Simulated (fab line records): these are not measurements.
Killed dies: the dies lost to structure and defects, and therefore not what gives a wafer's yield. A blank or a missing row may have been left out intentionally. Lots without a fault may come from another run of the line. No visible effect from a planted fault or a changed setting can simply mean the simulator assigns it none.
Comparing a struck lot with a sound one | flow nand harc | 15 steps out of a route of 1159
Sound: these wafers, L261.1, L261.5, L261.6. Wafers L259.1, L259.2, L259.3 were the ones struck. The cause comes at the end.
Each step with rows lists, per side, the tool, then ch with its chambers, then its first start. Under that, the readings that differ: sound wafers | struck wafers | difference of the means | sigmas: that difference in standard deviations of wafers without a fault.
alike: words and numbers the same on both sides, and readings whose means are apart by under 2 such deviations; not compared: readings that were withheld, readings missing a value for some wafer, numbers with overlapping values and no deviation given by the record, and bounds like >300 which may hide the same value.
The two part at a step that has a row with sigmas, a row that says differs or no value, or rows on one side only. Numbers that don't overlap but have no deviation are shown without sigmas and don't part them. A reading that every wafer of one side lacks parts them only if that side has two wafers or more.

first, 9 steps without rows for these wafers: NHARC_P_ZERO_WELL_DEHYDRATE_03 (time 120 s); NHARC_P_ZERO_WELL_HMDS_04 (time 30 s); NHARC_P_ZERO_WELL_COAT_64 (time 65 s); NHARC_P_ZERO_WELL_COAT_05 (resist thk 600 nm); NHARC_P_ZERO_WELL_SOFTBAKE_06 (time 70 s); NHARC_P_ZERO_WELL_EBR_07; NHARC_P_ZERO_WELL_EXPOSE_08 (exposes mask P ZERO, target cd 500 nm); NHARC_P_ZERO_WELL_PEB_09 (peb time 80 s); NHARC_P_ZERO_WELL_DEVELOP_10 (time 50 s).
NHARC_P_ZERO_WELL_CD_MEAS_11 targets a cd of 500 nm.
  sound on cd sem-01 ch 0, day 3 19:14; struck on cd sem-01 ch 0, day 3 07:14
  alike: cd nm
then, 1 step without rows for these wafers: NHARC_P_ZERO_WELL_HARDBAKE_12 (time 65 s).
NHARC_P_ZERO_WELL_DESCUM_13: chemistry O2, time 3 s.
  sound on rie diel-07 ch 0,1, day 3 19:25; struck on rie diel-09 ch 0,2,3, day 3 07:23
  alike: drypump motor current A, oes product au, rf vpp V, showerhead plenum p Torr, throttle valve pct
  not compared: rf hours counter h
NHARC_P_ZERO_WELL_ETCH_65: etches the open film in N2/H2, target depth 80 nm, overetch 24 nm, time 87.88 s.
  sound on rie diel-07 ch 0,1,3, day 3 19:31; struck on rie diel-09 ch 0,2,3, day 3 07:30
  no value came back on the struck wafers for any of 7 readings (bias w (W), chamber pressure mTorr (mTorr) and others); on the sound wafers bias w (W) reads 149.9 150.0 149.8
  not compared: rf hours counter h
NHARC_P_ZERO_WELL_ETCH_62: etches the open film in CHF3/Ar, target depth 13 nm, time 6.5 s.
  sound on rie diel-07 ch 1,3; struck on rie diel-09 ch 0,2,3, day 3 08:06
  reading               | sound             | struck            | difference | sigmas
  oes product au (a.u.) | 0.973 0.965 0.966 | 0.931 0.915 0.918 | -0.047     | -3
  alike: bias w, chamber pressure mTorr, drypump motor current A, rf vpp V, showerhead plenum p Torr, throttle valve pct
  not compared: rf hours counter h
-- break in the record here, with 18 days between the starts of the struck wafers on either side (left off in module P_ZERO_WELL, picked up again in module END, where the first step shown is number 1159 on the route) --
NHARC_END_SORT_01:
  the record has rows for the struck wafers here (prober-02 ch 0, day 21 04:52) and none for the sound ones

## WHERE THEY PART
Earliest at NHARC_P_ZERO_WELL_ETCH_65; latest, in this record, at NHARC_END_SORT_01.

WHY: whatever the simulator had introduced
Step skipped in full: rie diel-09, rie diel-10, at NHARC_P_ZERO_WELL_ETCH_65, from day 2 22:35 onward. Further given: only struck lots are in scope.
